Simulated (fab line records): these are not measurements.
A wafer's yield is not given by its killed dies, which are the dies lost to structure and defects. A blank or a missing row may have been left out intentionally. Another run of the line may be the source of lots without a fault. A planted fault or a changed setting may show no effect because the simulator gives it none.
Struck lot and sound lot, side by side | flow n5Finfet | 39 out of 1938 route steps
Sound: wafers L951.1, L951.2, L951.4. Wafers struck: L956.3, L956.4, L956.5. The cause comes at the end.
For every step that has rows: the tool of each side, followed by ch and its chambers, followed by its first start. Under that, the readings that differ: sound wafers | struck wafers | difference of the means | sigmas: that difference in standard deviations of wafers without a fault.
alike: a reading whose means differ by less than 2 such deviations, as well as words and numbers matching on both sides. not compared: withheld readings; readings where some wafer has no value; bounds like >300 that might hide an equal value; numbers whose values overlap and for which the record gives no deviation.
The two part at a step that has a row with sigmas, a row that says differs or no value, or rows on one side only. Numbers that don't overlap but have no deviation are shown without sigmas and don't part them. A reading missing from all wafers of one side parts the sides only when that side holds two or more wafers.

first, 10 steps without rows for these wafers: N5_DUMMY_REMOVAL_HM_STRIP_01 (strips SiNx in CH3F/O2, stops on poly-Si, target depth 4 nm, time 6.8 s); N5_DUMMY_REMOVAL_STRIP_10 (strips in N2/H2, time 40 s); N5_DUMMY_REMOVAL_PRECLEAN_07 (cleans in dHF, time 30 s); N5_DUMMY_REMOVAL_DUMMY_REMOVE_02 (chemistry TMAH, target poly-Si, stops on SiO2, target depth 142 nm, time 57 s, rinse time 30 s); N5_DUMMY_REMOVAL_PRECLEAN_08 (cleans in NF3:NH3, afs cycles 2, time 20 s, sublimation time 60 s); N5_DUMMY_REMOVAL_PRECLEAN_04 (cleans in DHF, time 37 s); N5_DUMMY_REMOVAL_SRD_05 (time 30 s); N5_HKMG_FIN_IL_REGROW_00 (material SiO2, chemistry O3, target thk 0.75 nm, time 30 s); N5_HKMG_FIN_HK_ALD_01 (deposits HfO2, target thk 1.6 nm, pulse time 3 s, purge time 3 s); N5_HKMG_FIN_HK_ANNEAL_02 (time 30 s).
N5_HKMG_FIN_ALD_74: deposits La2O3, target thk 0.5 nm, pulse time 6 s, co reactant pulse time 1 s.
  sound on aldHk-01 ch 1,2,3, day 4 06:16; struck on aldHk-01 ch 0,2,3, day 5 12:59
  alike: heaterPowerOuterW, heaterPowerW, precursorPulseHeightRel
then, 26 steps without rows for these wafers: N5_HKMG_FIN_ALD_75 (deposits Al2O3, target thk 1 nm, co reactant pulse time 1 s); N5_HKMG_FIN_COAT_41 (time 60 s, resist thk 300 nm); N5_HKMG_FIN_COAT_42 (time 60 s, resist thk 35 nm); N5_HKMG_FIN_COAT_43 (resist thk 90 nm); N5_HKMG_FIN_EBR_45; N5_HKMG_FIN_SOFTBAKE_44 (time 60 s); N5_HKMG_FIN_EXPOSE_46 (exposes mask NDIPOLE); N5_HKMG_FIN_PEB_47 (peb time 60 s); N5_HKMG_FIN_DEVELOP_48 (develop time 30 s); N5_HKMG_FIN_DESCUM_53 (chemistry O2, time 7.9 s); N5_HKMG_FIN_ETCH_54 (etches SiARC in CF4, target depth 45.5 nm, time 75.8 s); N5_HKMG_FIN_ETCH_55 (etches SOC in N2/H2, target depth 240 nm, time 300 s); N5_HKMG_FIN_STRIP_56 (strips in N2/H2); N5_HKMG_FIN_STRIP_57 (strips in CF4); N5_HKMG_FIN_ETCH_58 (etches SOC in N2/H2, target depth 215.8 nm, time 741 s); N5_HKMG_FIN_STRIP_93 (strips SOC in N2/H2, time 20 s); N5_HKMG_FIN_WET_ETCH_76 (etches Al2O3 in dNH4OH, stops on La2O3, target depth 2.25 nm, rinse time 30 s); N5_HKMG_FIN_STRIP_60 (strips in N2/H2, time 360 s); N5_HKMG_FIN_WET_ETCH_77 (etches La2O3 in dHCl, stops on HfO2, target depth 2 nm); N5_HKMG_FIN_WET_ETCH_78 (etches Al2O3 in dNH4OH, stops on La2O3, target depth 4.5 nm, rinse time 30 s); N5_HKMG_FIN_ALD_79 (deposits TiN, target thk 1.5 nm, pulse time 1 s, purge time 3 s); N5_HKMG_FIN_CVD_62 (deposits a-Si from Si2H6, target thk 3 nm, time 20.8 s); N5_HKMG_FIN_RTA_80 (time 2 s); N5_HKMG_FIN_PRECLEAN_64 (cleans in dHF, time 30 s); N5_HKMG_FIN_WET_ETCH_65 (etches a-Si in TMAH, stops on TiN, time 49 s, target depth 3 nm); N5_HKMG_FIN_WET_ETCH_81 (etches TiN in SC1, stops on HfO2, time 57 s, target depth 6 nm).
-- a jump in the record: the struck wafers' starts before and after are 4 days apart (it breaks off in module HKMG_FIN and resumes in module BEOL_M4, where the first step shown is number 1111 of the route) --
N5_BEOL_M4_RC_MEAS_101:
  sound on prober-02 ch 0, day 8 03:44; struck on prober-01 ch 0, day 9 11:58
reading             | sound                      | struck                     | difference | sigmas
IOFF_P (nA/um)      | 0.190 0.207 0.204          | 0.409 0.387 0.416          | +0.204     | +8
IOFF_P_85C (nA/um)  | 3.3 3.6 3.5                | 6.4 6.2 6.5                | +2.9       | +9
IOFF_P_LIN (nA/um)  | 0.092 0.099 0.097          | 0.195 0.188 0.198          | +0.098     | +11
IOFF_P_LONG (nA/um) | 0.000112 0.000111 0.000113 | 0.000186 0.000186 0.000186 | +0.000074  | +12
ION_P (uA/um)       | 462 462 457                | 495 487 489                | +30        | +5
VT_N_LVT (mV)       | 98.8 99.8 98.7             | 114.5 114.5 115.2          | +15.6      | +6
VT_P (mV)           | -249.2 -248.8 -249.3       | -230.8 -232.3 -229.1       | +18.4      | +8
VT_P_LONG (mV)      | -276.2 -273.8 -274.6       | -255.2 -256.1 -254.2       | +19.7      | +9
  alike: DIBL_N, DIBL_P, IOFF_N, ION_N, SS_N, SS_P, VT_N
-- here the record skips 4 days between the struck wafers' starts before and after, leaving off in module BEOL_M4 and picking up in module PASSIVATION (first step shown: number 1936 of the route) --
N5_PASSIVATION_PROBE_49:
  record: rows for the struck wafers here (prober-01, day 13 17:40), none for the sound ones

## WHERE THEY PART
Earliest at N5_BEOL_M4_RC_MEAS_101; latest, in this record, at N5_PASSIVATION_PROBE_49.

WHY: what the simulator had put in
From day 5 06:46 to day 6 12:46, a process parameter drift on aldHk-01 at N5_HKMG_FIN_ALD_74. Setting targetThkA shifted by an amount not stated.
